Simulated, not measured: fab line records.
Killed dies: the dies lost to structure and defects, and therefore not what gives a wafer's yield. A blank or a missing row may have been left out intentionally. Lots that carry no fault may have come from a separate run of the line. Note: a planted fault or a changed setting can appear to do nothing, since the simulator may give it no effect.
fab line records -- flow n5Finfet
record: lots: 4, wafers: 12, lastDay: 18
route steps=1938 shown FIN_SAQP@123 FIN_CUT@154 BEOL_M4@1111 PASSIVATION@1936
lots untouched by any fault: they come from a run of this same line in which no faults occurred
startH: hours from the record's first day to the start of the lot's first wafer shown -- waitH: hours elapsed since this lot's preceding step -- " identical to the entry in the row above -- L1.1+2: one row covering several wafers at once -- - no value, or no start was given -- * or withheld: withheld -- < > ~ a bound
route shown NAME@n: a module of which the file shows steps, and the number in the route of the first -- usual: mean and standard deviation over wafers with no fault -- same: alike in all rows -- chamber/n: place in a boat -- sites: per-site readings -- _std_site: standard deviation across them -- _edge_site: inner sites' mean taken away from outer sites' mean -- radiusMm: for every site, how far away it sits from the centre of the wafer -- mask NAME#n: copy n -- behind: the tool/chamber that last shaped the wafer -- hold: reason for holding the lot/hours on hold/outcome of the hold -- device: the transistor (n, p or np) that didn't switch -- end of line: the tests these same wafers got at the end of their route -- a step without rows: its recipe alone -- killed: not the wafer's yield, but the dies lost to structure and defects at the first sort -- map: a wafer's dies, marking killed ones x, the rest . and places with no die _
set.NAME: the run value of the setting; set.NAME@STEP: its run value at that earlier step -- model.NAME: the simulator's own value behind a step, which no gauge read
a table for each step, a row for each wafer; lots at some steps of the route
services: from which hour (startH, from the record's first day; less than 0 if before it) a tool's chamber was out of use, for how many hours, and why
== steps ==
step: N5_FIN_SAQP_SRD_66
recipe: dry: ipaMarangoni, timeS: 30, tempC: 23, rinseLiquid: diw
step: N5_FIN_SAQP_RECESS_75
recipe: chemistry: HF/NH3, target: SiO2, targetDepthA: 144, afsCycles: 3, tempC: 30, sublimationTempC: 180, sublimationTimeS: 60
step: N5_FIN_SAQP_SPACER1_ALD_24
recipe: material: SiO2, targetThkA: 203, tempC: 300, aldPrecursorFamily: BDEAS, aldCoReactant: O2-plasma, pulseTimeS: 1, purgeTimeS: 2, coReactantPurgeTimeS: 2, aldCycles: 218, pressureTorr: 2
step: N5_FIN_SAQP_SPACER1_ETCHBACK_25
recipe: chemistry: CHF3/O2, mode: anisotropicEtchback, target: SiO2, targetDepthA: 244, timeS: 12.2, pressureMtorr: 30, sourceW: 650, biasW: 170, Ar_flow_sccm: 200, CHF3_flow_sccm: 50, O2_flow_sccm: 5, ionEnergyEv: 200
step: N5_FIN_SAQP_MANDREL1_REMOVE_56
recipe: chemistry: HBr/Cl2/O2, btTimeS: 10, target: a-Si, stopOn: SiNx, endpoint: OES-SiCl, overEtchFrac: 1, icpW: 600, biasW: 22, HBr_flow_sccm: 150, Cl2_flow_sccm: 80, O2_flow_sccm: 5, pressureMtorr: 10
step: N5_FIN_SAQP_ETCH_57
recipe: chemistry: CH3F/O2, target: SiNx, maskMaterial: SiO2, targetDepthA: 325, timeS: 46.4, pressureMtorr: 30, sourceW: 395, biasW: 73, Ar_flow_sccm: 150, CH3F_flow_sccm: 30, O2_flow_sccm: 20, ionEnergyEv: 120, ends: cleared
step: N5_FIN_SAQP_ETCH_65
recipe: chemistry: CF4, target: SiO2, targetDepthA: 40, ionEnergyEv: 350, timeS: 4.4, pressureMtorr: 10, icpW: 800, biasW: 400, cf4FlowSccm: 80
step: N5_FIN_SAQP_MANDREL_ETCH_58
recipe: chemistry: HBr/Cl2, target: a-Si, targetDepthA: 450, btTimeS: 10, stopOn: SiNx, maskMaterial: SiO2, overEtchFrac: 0.8, timeS: 27, pressureMtorr: 10, icpW: 800, biasW: 75, HBr_flow_sccm: 150, Cl2_flow_sccm: 80, ends: endPoint
step: N5_FIN_SAQP_RECESS_63
recipe: chemistry: HF/NH3, target: SiO2, targetDepthA: 180, afsCycles: 3, tempC: 30, sublimationTempC: 180, sublimationTimeS: 60
step: N5_FIN_SAQP_COAT_68
recipe: resist: SOC, tempC: 250, timeS: 60, spinRpm: 1500, resistThkNm: 100
step: N5_FIN_SAQP_ETCH_69
recipe: chemistry: N2/H2, target: SOC, targetDepthA: 1500, stopOn: SiNx, ionEnergyEv: 100, biasW: 61, pressureMtorr: 30, sourceW: 850, n2FlowSccm: 200, h2FlowSccm: 200
step: N5_FIN_SAQP_ETCH_67
recipe: chemistry: CH3F/O2, target: SiNx, targetDepthA: 300, maskMaterial: SOC, pressureMtorr: 30, sourceW: 395, biasW: 73, Ar_flow_sccm: 150, CH3F_flow_sccm: 30, O2_flow_sccm: 20, ionEnergyEv: 120
usual: drypumpMotorCurrentA: 5.6/0.37, oes_o_777_au: 0.78/0.088, oesProductAu: 0.77/0.088, rfVppV: 298/7.3, showerheadPlenumPTorr: 2.04/0.059, throttleValvePct: 16.28/0.24
lot.wafer,tool,chamber,startH,waitH,drypumpMotorCurrentA,oes_o_777_au,oesProductAu,rfHoursCounterH,rfVppV,showerheadPlenumPTorr,throttleValvePct,model.etch.depthNm
L132.1,rieDiel-01,0,85.55,0.0,5.9,0.68,0.68,247,294,1.90,16.30,29.11
L132.2,rieDiel-01,1,85.55,0.0,5.3,0.74,0.75,177,298,2.08,16.48,29.51
L132.4,rieDiel-01,2,85.55,0.0,5.9,0.87,0.87,30,292,2.11,15.92,29.61
L134.1,rieDiel-04,3,97.09,0.0,5.5,0.69,0.69,236,312,2.06,16.39,29.29
L134.4,rieDiel-04,0,97.09,0.0,6.1,0.68,0.68,250,301,2.05,16.25,29.71
L134.6,rieDiel-04,1,97.09,0.0,6.2,0.79,0.75,-,295,2.09,16.75,29.71
L138.1,rieDiel-04,0,121.59,0.0,6.1,1.00,0.82,3,303,2.05,15.76,20.99
L138.2,rieDiel-04,3,121.59,0.0,5.5,0.68,0.54,247,313,2.06,16.39,20.08
L138.3,rieDiel-04,2,121.59,0.0,5.9,0.74,0.74,180,301,2.00,16.44,29.84
L139.1,rieDiel-04,0,127.49,0.0,6.1,0.99,0.80,5,301,2.05,15.76,20.68
L139.3,rieDiel-04,2,127.49,0.0,5.9,0.73,0.73,182,300,2.00,16.43,29.13
L139.5,rieDiel-04,3,127.49,0.0,5.5,0.68,0.54,-,314,2.06,16.41,19.91
step: N5_FIN_SAQP_STRIP_70
recipe: chemistry: N2/H2, powerW: 500, tempC: 40, pressureMtorr: 50, rfFrequencyHz: 6e+07, overashFraction: 0.3, biasPowerW: 28, h2Frac: 0.5, n2FlowSccm: 300, h2FlowSccm: 300
step: N5_FIN_SAQP_RECESS_71
recipe: chemistry: HF/NH3, target: SiO2, targetDepthA: 30, afsCycles: 1, tempC: 30, sublimationTempC: 180, sublimationTimeS: 60
step: N5_FIN_SAQP_SPACER2_ALD_28
recipe: material: SiO2, targetThkA: 81, tempC: 300, aldPrecursorFamily: BDEAS, aldCoReactant: O2-plasma, pulseTimeS: 1, purgeTimeS: 2, coReactantPurgeTimeS: 2, pressureTorr: 2
step: N5_FIN_SAQP_SPACER2_ETCHBACK_29
recipe: chemistry: CHF3/O2, mode: anisotropicEtchback, target: SiO2, targetDepthA: 122, timeS: 6.1, pressureMtorr: 30, sourceW: 650, biasW: 170, Ar_flow_sccm: 200, CHF3_flow_sccm: 50, O2_flow_sccm: 5, ionEnergyEv: 200
step: N5_FIN_SAQP_MANDREL2_REMOVE_60
recipe: chemistry: HBr/Cl2/O2, btTimeS: 10, target: a-Si, stopOn: SiNx, endpoint: OES-SiCl, overEtchFrac: 1, icpW: 600, biasW: 22, HBr_flow_sccm: 150, Cl2_flow_sccm: 80, O2_flow_sccm: 5, pressureMtorr: 10
step: N5_FIN_SAQP_HM_OPEN_33
recipe: chemistry: CH3F/O2, target: SiNx, maskMaterial: SiO2, targetDepthA: 494, timeS: 70.6, pressureMtorr: 30, sourceW: 395, biasW: 73, Ar_flow_sccm: 150, CH3F_flow_sccm: 30, O2_flow_sccm: 20, ionEnergyEv: 120, ends: cleared
step: N5_FIN_SAQP_ETCH_34
recipe: chemistry: C4F6/O2, target: SiO2, targetDepthA: 450, timeS: 15, ionEnergyEv: 250, pressureMtorr: 30, sourceW: 345, biasW: 185, Ar_flow_sccm: 300, C4F6_flow_sccm: 10, O2_flow_sccm: 10, ends: cleared
step: N5_FIN_SAQP_STRIP_77
recipe: chemistry: N2/H2, timeS: 90, powerW: 100, tempC: 40, pressureMtorr: 100, rfFrequencyHz: 6e+07, biasPowerW: 3, n2FlowSccm: 300, h2FlowSccm: 300
step: N5_FIN_SAQP_ETCH_64
recipe: chemistry: CF4, target: SiO2, targetDepthA: 15, ionEnergyEv: 350, pressureMtorr: 10, icpW: 800, biasW: 400, cf4FlowSccm: 80
step: N5_FIN_SAQP_FIN_ETCH_36
recipe: chemistry: HBr/Cl2/O2, targetDepthA: 1200, maskMaterial: SiNx, timeS: 50.4, biasW: 102, pressureMtorr: 10, icpW: 800, HBr_flow_sccm: 150, Cl2_flow_sccm: 80, O2_flow_sccm: 12
step: N5_FIN_SAQP_PRECLEAN_38
recipe: chemistry: O3/DIW, timeS: 45, tempC: 22, o3Ppm: 10
step: N5_FIN_SAQP_PRECLEAN_45
recipe: chemistry: dHF, timeS: 10, dilution: 500:1, tempC: 25
step: N5_FIN_SAQP_SRD_39
recipe: dry: ipaMarangoni, timeS: 30, tempC: 23, rinseLiquid: diw
step: N5_FIN_CUT_COAT_18
recipe: resist: SOC, tempC: 250, timeS: 60, spinRpm: 1500, resistThkNm: 230
step: N5_FIN_CUT_COAT_19
recipe: resist: SiARC, tempC: 220, timeS: 60, spinRpm: 1500, resistThkNm: 20
step: N5_FIN_CUT_COAT_29
recipe: resist: underlayer, tempC: 205, timeS: 60, spinRpm: 1500, resistThkNm: 10
step: N5_FIN_CUT_COAT_02
recipe: resist: CAR-EUV, spinRpm: 1500, resistThkNm: 30
step: N5_FIN_CUT_EBR_04
recipe: solvent: PGMEA, ebrWidthMm: 1.5
step: N5_FIN_CUT_SOFTBAKE_03
recipe: tempC: 110, timeS: 60, resist: CAR-EUV
step: N5_FIN_CUT_EXPOSE_05
recipe: maskId: FIN_CUT, na: 0.33, sourceShape: annular, sigmaInner: 0.35, sigmaOuter: 0.8, polarization: unpolarized, doseMj: 45.75
step: N5_FIN_CUT_PEB_06
recipe: pebTempC: 100, pebTimeS: 60, resist: CAR-EUV
step: N5_FIN_CUT_DEVELOP_07
recipe: developTimeS: 30, developer: TMAH, resist: CAR-EUV, rinseLiquid: surfactantRinse, dry: airSpin, devTempC: 23
step: N5_BEOL_M4_RC_MEAS_101
usual: DIBL_N: 36.0/1.9, DIBL_P: 35.6/2.2, IOFF_N: 0.15/0.031, IOFF_P: 0.19/0.032, ION_N: 668/11, ION_P: 455/7.2, SS_N: 71.5/0.65, SS_P: 73.4/0.64, VT_N: 251/3.6, VT_P: -253/3.3
lot.wafer,tool,chamber,startH,waitH,DIBL_N[mV/V],DIBL_P[mV/V],IOFF_N[nA/um],IOFF_P[nA/um],ION_N[uA/um],ION_P[uA/um],SS_N[mV/dec],SS_P[mV/dec],VT_N[mV],VT_P[mV]
L132.1,prober-01,0,288.16,0.0,35.0,34.0,0.14,0.17,665,455,71.5,73.4,251,-252
L132.2,prober-01,0,288.16,0.0,35.0,35.2,0.14,0.19,667,461,70.5,73.4,249,-249
L132.4,prober-01,0,288.16,0.0,35.8,35.6,0.16,0.20,677,457,69.9,73.8,247,-251
L134.1,prober-01,0,295.21,0.0,35.4,33.1,0.12,0.16,665,460,71.2,73.1,253,-253
L134.4,prober-01,0,295.21,0.0,39.6,37.9,0.19,0.23,675,458,72.4,74.5,248,-250
L134.6,prober-01,0,295.21,0.0,34.6,32.3,0.11,0.15,647,444,71.0,72.8,258,-255
L138.1,prober-01,0,308.32,0.0,34.6,36.4,0.15,0.21,671,463,71.2,73.3,249,-248
L138.2,prober-01,0,308.32,0.0,34.0,34.4,0.13,0.17,659,450,70.9,72.7,252,-251
L138.3,prober-01,0,308.32,0.0,35.1,36.5,0.15,0.21,673,464,70.8,73.3,250,-254
L139.1,prober-01,0,322.67,0.0,37.3,35.0,0.15,0.18,665,452,71.6,73.7,250,-254
L139.3,prober-01,0,322.67,0.0,39.6,37.6,0.20,0.22,682,458,71.9,73.6,245,-251
L139.5,prober-01,0,322.67,0.0,38.5,37.1,0.17,0.22,677,462,71.7,73.7,247,-250
step: N5_PASSIVATION_PROBE_49
usual: defectLimitedYield: 91.3/1.4, killed_at_M0_to_M3: 34/10, killed_at_M4_up: 14/5.5, killedAtContacts: 12/6, killedAtFrontEnd: 40/10, killedAtOther: 3.0/2.4, killedDies: 103/17, killedOnRim: 13/4.3, killedOpen: 68/13, killedShort: 34/7.8, sort_bin_5_function: 5.1/0.97, sort_bin_6_memory: 3.3/0.66, sortNPass: 1077/17, sortYieldPct: 91.2/1.4
same: grossDies: 1180, killedAtBackSide: 0, sort_bin_4_leakage[%]: 0, sort_bin_8_speed[%]: 0
lot.wafer,tool,chamber,startH,waitH,defectLimitedYield[%],killed_at_M0_to_M3,killed_at_M4_up,killedAtContacts,killedAtFrontEnd,killedAtOther,killedDies,killedOnRim,killedOpen,killedShort,sort_bin_5_function[%],sort_bin_6_memory[%],sortNPass,sortYieldPct[%]
L132.1,prober-01,-,397.34,0.0,91.9,27,11,5,45,8,96,16,59,37,4.4,3.6,1084,91.9
L132.2,prober-01,-,397.39,0.1,90.7,26,21,14,46,3,110,15,77,28,6.1,2.9,1070,90.7
L132.4,prober-01,-,397.49,0.2,91.3,32,26,4,39,2,103,12,67,35,5.3,3.2,1077,91.3
L138.1,prober-01,-,423.29,0.0,82.5,29,17,22,138,1,207,68,75,27,14.0,3.3,973,82.5
L138.2,prober-01,-,423.34,0.1,62.2,45,15,22,363,1,446,18,87,43,32.8,4.8,734,62.2
L139.1,prober-02,-,434.67,0.0,76.7,21,20,13,211,10,275,91,59,41,20.3,2.5,905,76.7
L139.5,prober-02,-,434.87,0.2,58.8,31,18,11,424,2,486,20,44,41,38.1,2.5,694,58.8
killed by level:class
L132.1 FIN_SAQP:geometricParticle:short=11 STI_FIN_REVEAL:geometricParticle:open=6 GATE_CUT:geometricParticle:open=6 BEOL_M0_SAQP:geometricParticle:short=6 BEOL_M1:geometricParticle:open=6 BEOL_M4:geometricParticle:open=6 GATE_CUT:geometricParticle:short=5 STARTING-WAFER:geometricParticle:open=5
L132.2 FIN_SAQP:geometricParticle:open=16 MOL_CONTACT_COAG:geometricParticle:open=14 BEOL_M4:geometricParticle:open=9 BEOL_M3:geometricParticle:open=8 FIN_SAQP:geometricParticle:short=6 DUMMY_GATE:geometricParticle:open=6 STI_FIN_REVEAL:geometricParticle:short=5 STI_FIN_REVEAL:geometricParticle:open=5
L132.4 BEOL_M4:geometricParticle:open=13 STI_FIN_REVEAL:geometricParticle:open=10 BEOL_M0_SAQP:geometricParticle:open=7 BEOL_M3:geometricParticle:open=7 GATE_CUT:geometricParticle:short=6 BEOL_M0_SAQP:geometricParticle:short=5 DUMMY_GATE:geometricParticle:open=4 BEOL_M1:geometricParticle:open=4
L138.1 FIN_SAQP:areaEtch=104 MOL_CONTACT_COAG:geometricParticle:open=20 BEOL_M2:geometricParticle:open=9 BEOL_M4:geometricParticle:open=9 BEOL_M0_SAQP:geometricParticle:open=6 GATE_CUT:geometricParticle:open=6 BEOL_M0_SAQP:geometricParticle:short=6 FIN_SAQP:geometricParticle:short=5
L138.2 FIN_SAQP:areaEtch=316 MOL_CONTACT_COAG:geometricParticle:open=20 FIN_SAQP:geometricParticle:open=15 FIN_SAQP:geometricParticle:short=10 BEOL_M0_SAQP:geometricParticle:open=10 BEOL_M0_SAQP:geometricParticle:short=7 BEOL_M1:geometricParticle:open=6 BEOL_M3:geometricParticle:open=6
L139.1 FIN_SAQP:areaEtch=174 FIN_SAQP:geometricParticle:short=12 MOL_CONTACT_COAG:geometricParticle:open=10 BEOL_M3:geometricParticle:open=8 GATE_CUT:geometricParticle:short=7 BEOL_M4:geometricParticle:open=6 FIN_SAQP:geometricParticle:open=5 BEOL_M3:geometricParticle:short=3
L139.5 FIN_SAQP:areaEtch=398 BEOL_M0_SAQP:geometricParticle:short=12 MOL_CONTACT_COAG:geometricParticle:open=7 GATE_CUT:geometricParticle:short=6 BEOL_M2:geometricParticle:open=6 BEOL_M4:geometricParticle:short=5 FIN_SAQP:geometricParticle:short=4 GATE_CUT:geometricParticle:open=4
map L138.2 (x killed, . not)
_________________.......x..x.________________
______________.....x............_____________
___________....x...........x.......__________
__________........x......x.....x.x.._________
________xx.x.....x.......x...xx...x..._______
_______.x.x............x.x...x.........______
______.........x...x..x.x.x...xxx..x...._____
_____...........xxxxxxxxxx...xx..........____
____.........x.xx.xxxxxxxxxxxxx........x..___
___.........xxx.xxxxxxxxxxxx.x....xx...x...__
___.........x.xxxxxxxxxxxxxxxx.x...x...x...__
__...x......x.xxxxxxxxxxxxx.xxx...x.xx......_
__x.........xxxxxxxxxxxxxxxxxx.x.......x.xx._
_...........xxxxxxxxxxxxxxxxxxxx.............
_..x.xx.....x..xx.x.xxxxxxxxxxx..x......x....
_....x...xx.....x.xxx.xxxxxxxxx.x..xx......x.
_..x..x........xxxxxx.xxxxxxxxxxxx...........
_.......xxxxxxxxxxxxxxxxxxxxxxxx...x.....x...
_......x.xxxxx.xxxxxx.xxxxxxxx............x..
_......x..x..xxxxx.xxxxxxxxxxxx..xx.....x....
_x.....xxxxx.xxxxxxxxxxxxxxxx.xx..........x..
__x.......xxxxxxxxxxx.xx.xxxx.x.x.xx........_
__...x.....xx...x.xxxxx.xxxx................_
___..........x.xxxx.xxxxxxxx.....x...x.....__
___.x.x....x.x...xx.x....xxxxxx.x........x.__
____x.xx..x.x......xx..x.x..xxxxxx........___
_____...............x..x...xxxxx.xx......____
______.x....x............x.xxx.x.x......_____
_______..........x.......x.xxxx.xx..x..______
________........x.....x...xxxxx......._______
__________...x...x........xxx......._________
___________......x......x.x.....xx.__________
______________..xx........xx...._____________
_________________....x...x...________________
map L139.5 (x killed, . not)
_________________.......x....________________
______________..x....x.x........_____________
___________............x...........__________
__________..x...x..................._________
________..x....x.........xx.x.x...x..x_______
_______................x....xx.........______
______...........x....xx..x.x....x..x.x._____
_____......x.xxxxxxxxxxx.xxx.xxxx........____
____..........x..x..xxxxxxxxx.xxxx.....x..___
___.......x.xxxxxxx.xxxxxxxxxxxx...........__
___.........xx.xxxxxxxxxxxxxxxxx...........__
__........x..xxxxxxxxxxxxxxxxx.x.x.........._
__....x..xx..xxxxxxxxxxxxxxxxx.x............_
_.......xxxxxxxxxxxxxxxxxxxxxxxx....x........
_...........xxxxxxxxxxxxxxxxxxxxxxx..........
_...x..xx.xxx..xx.xxxxxxxxxxxxxx..xx.........
_......x.x.xxxxxxxxxxxxxxxxxxx.xxx...........
_....x.xx....xxxxxxxxxxxxxxxxxxxxxx..........
_....x..xx..xxxxx.xxxxxxxxxxxx.x.............
_.....x.xxxxxxxxxxxxxxxxxxxxxx.xx...........x
_.....x..xxx.xxxxxxxxxxxxxx................x.
__.......xxxxxxxxxxxxxxxxxx.x.........xxx..._
__......xxxxx.xxxxxxxxxxxx..x....x.......xx._
___.....x......xxxxxx......................__
___............xxxxxxx.xx.x.......x........__
____....x.x.....xx..xxx.xxxx....x.x....x..___
_____...x.x...x.x.xxx..xx..xxxxxx....x...____
______......x......x..xxx..xxxx.xxxxx..._____
_______......xx......xx...xxxxxxx.xxx..______
________..x...x.x.......xxxxxxxxxxx.xx_______
__________............x..xxxx.x.x..x_________
___________..x.x.........x...xx.xx.__________
______________....x......xx..xxx_____________
_________________....x.x.....________________
== services ==
tool,chamber,startH,hours,kind
rieDiel-01,1,88.33,1.7,repair
rieDiel-04,0,98.61,-,clean
rieDiel-04,0,98.61,-,consumableReplace:focusRing
rieDiel-04,0,98.61,15.3,scheduledDown
rieDiel-04,0,98.61,15.3,ventCycle
rieDiel-01,0,99.46,-,clean
rieDiel-01,0,99.46,-,consumableReplace:focusRing
rieDiel-01,0,99.46,-,consumableReplace:showerhead
rieDiel-01,0,99.46,25.6,scheduledDown
rieDiel-01,0,99.46,25.6,ventCycle
rieDiel-01,1,111.49,9.7,repair
== key ==
firstSign: step: N5_PASSIVATION_PROBE_49, reading: killedAtFrontEnd, direction: up, sigmas: 23, usual: 40, struck: 284
effect: step: N5_PASSIVATION_PROBE_49, reading: sort_bin_5_function, direction: up, sigmas: 22, usual: 5.1, struck: 26.3
modelEffect: step: N5_FIN_SAQP_ETCH_67, value: etch.depthNm, without: 29.77, struck: 20.42
moreKillsBornAt: N5_FIN_SAQP_ETCH_67@rieDiel-04: 992
metAt N5_FIN_SAQP_ETCH_67
struckWafers L138.1,L138.2,L139.1,L139.5
onsetBetween 97.09 121.59
fault: kind: processParameterDrift, tool: rieDiel-04, chamber: -, onsetH: 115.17, steps: N5_FIN_SAQP_ETCH_67, channel: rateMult, offset: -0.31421, shape: step, endH: 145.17, scope: struckWafersOnly
